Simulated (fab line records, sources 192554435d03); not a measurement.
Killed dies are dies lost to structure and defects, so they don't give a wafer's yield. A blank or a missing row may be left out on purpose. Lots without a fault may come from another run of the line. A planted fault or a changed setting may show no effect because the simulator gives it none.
Split-lot experiment | flow n5_finfet | 7 lots, 39 wafers read, on a route of 1938 steps

THE SPLIT
At N5_FIN_SAQP_HM_DEP_72 (deposits SiO2 from SiH4/N2O, target thk 12 nm, time 7.2 s), the setting time_s was moved away from the recipe's 7.2 s on 15 of the 39 wafers read, by -28.5% to +53.1%. The other wafers ran this setting at the recipe's value.

FROM THE SPLIT TO THE READING: what the file shows between them, 4 steps
- N5_FIN_SAQP_COAT_49: time 60 s, resist thk 100 nm
- N5_FIN_SAQP_COAT_50: time 60 s, resist thk 35 nm
- N5_FIN_SAQP_ETCH_52: etches SOC in N2/H2, target depth 100 nm, overetch 20 nm, time 150 s
- N5_FIN_SAQP_STRIP_53: strips in N2/H2

THE READING
etch.depth_nm (the simulator's own value, which no gauge read), in nm, at N5_FIN_SAQP_HM_OPEN_73 (chemistry CHF3/O2, target SiO2, stops on a-Si, target depth 12 nm, time 16.8 s). The file gives no usual value for it. The 24 wafers here that ran the recipe average 11.882 nm, standard deviation 0.12 nm.

wafer  | tool, chamber at the split | time_s as run, s | against the recipe | etch.depth_nm, nm | against lot-mates on the recipe
L074.3 | pecvd-03, 2                | 7.2              | recipe             | 11.67             | -
L074.5 | pecvd-03, 2,0              | 7.2              | recipe             | 11.82             | -
L074.6 | pecvd-03, 2,0              | 7.2              | recipe             | 11.82             | -
L077.1 | pecvd-03, 1                | 9.508            | +32.1%             | 15.4              | +3.593
L077.2 | pecvd-03, 2                | 7.2              | recipe             | 11.88             | -
L077.3 | pecvd-03, 0                | 7.2              | recipe             | 11.73             | -
L077.4 | pecvd-03, 1                | 7.2              | recipe             | 11.81             | -
L077.5 | pecvd-03, 2                | 9.508            | +32.1%             | 15.84             | +4.033
L077.6 | pecvd-03, 0                | 9.508            | +32.1%             | 15.57             | +3.763
L078.1 | pecvd-02, 1                | 7.2              | recipe             | 12.11             | -
L078.2 | pecvd-02, 0                | 7.2              | recipe             | 11.92             | -
L078.3 | pecvd-02, 2                | 9.092            | +26.3%             | 15.07             | +3.000
L078.4 | pecvd-02, 2                | 7.2              | recipe             | 12.18             | -
L078.5 | pecvd-02, 1                | 9.092            | +26.3%             | 15.29             | +3.220
L078.6 | pecvd-02, 0                | 9.092            | +26.3%             | 15.28             | +3.210
L081.1 | pecvd-03, 2                | 11.02            | +53.1%             | 18.21             | +6.350
L081.2 | pecvd-03, 0                | 7.2              | recipe             | 11.84             | -
L081.3 | pecvd-03, 1                | 7.2              | recipe             | 11.79             | -
L081.4 | pecvd-03, 2                | 7.2              | recipe             | 11.95             | -
L081.5 | pecvd-03, 0,1              | 11.02            | +53.1%             | 18.39             | +6.530
L081.6 | pecvd-03, 0,1              | 11.02            | +53.1%             | 18.39             | +6.530
L086.1 | pecvd-03, 2                | 7.2              | recipe             | 11.83             | -
L086.2 | pecvd-03, 0                | 5.15             | -28.5%             | 8.228             | -3.665
L086.3 | pecvd-03, 1                | 7.2              | recipe             | 11.85             | -
L086.4 | pecvd-03, 1                | 7.2              | recipe             | 12                | -
L086.5 | pecvd-03, 0                | 5.15             | -28.5%             | 8.382             | -3.511
L086.6 | pecvd-03, 2                | 5.15             | -28.5%             | 8.503             | -3.390
L087.1 | pecvd-03, 2                | 7.2              | recipe             | 11.86             | -
L087.2 | pecvd-03, 0                | 7.2              | recipe             | 11.87             | -
L087.3 | pecvd-03, 1,2              | 7.2              | recipe             | 11.99             | -
L087.5 | pecvd-03, 1,2              | 7.2              | recipe             | 11.99             | -
L087.4 | pecvd-03, 0                | 7.2              | recipe             | 11.82             | -
L087.6 | pecvd-03, 1                | 7.2              | recipe             | 11.96             | -
L093.1 | pecvd-03, 1                | 7.2              | recipe             | 11.85             | -
L093.2 | pecvd-03, 2                | 10.19            | +41.5%             | 16.65             | +4.823
L093.3 | pecvd-03, 0                | 10.19            | +41.5%             | 16.64             | +4.813
L093.4 | pecvd-03, 2                | 7.2              | recipe             | 11.71             | -
L093.5 | pecvd-03, 1                | 7.2              | recipe             | 11.92             | -
L093.6 | pecvd-03, 0                | 10.19            | +41.5%             | 16.83             | +5.003
Where a row lists several chambers, the file gives one row for several wafers and doesn't say which wafer went through which chamber.

THE FIT
A straight line over all 39 wafers: etch.depth_nm changes by +0.12 nm for each +1% of time_s; r = +1.00; the points scatter about the line by 0.15 nm.
The same after taking each lot's own level away (the mean of its wafers on the recipe; 39 wafers): +0.121 nm for each +1%; r = +1.00; scatter 0.11 nm.
On that fit, the largest move of time_s shifts the reading by 6.4 nm.
The lots' own levels span 11.7700 to 12.0700 nm, that is 2.6 times the standard deviation above.
So the lot-to-lot level changes the slope little: the two slopes agree.
Check: with one of the wafers moved furthest among these (+53.1%) left out of the fit, the line predicts +6.39 nm for it against its lot-mates. It came out at +6.35 nm against them.

THE WHOLE CHAIN: every reading that the file lists as answering this split, in the file's order
step                   | what it does                                                                   | reading                                                                            | change (the file's fit)              | r (the file's)
N5_FIN_SAQP_HM_DEP_72  | deposits SiO2 from SiH4/N2O, target thk 12 nm, time 7.2 s                      | SiO2_of_FIN_SAQP_HM_DEP_72.thk_nm (the simulator's own value, which no gauge read) | +0.12 nm for each +1% of the setting | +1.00
N5_FIN_SAQP_HM_OPEN_73 | chemistry CHF3/O2, target SiO2, stops on a-Si, target depth 12 nm, time 16.8 s | etch.depth_nm (the simulator's own value, which no gauge read)                     | +0.12 nm for each +1% of the setting | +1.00

THE FILE'S OWN FIT
etch.depth_nm changes by +0.12 nm for each +1% of time_s, r = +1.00.
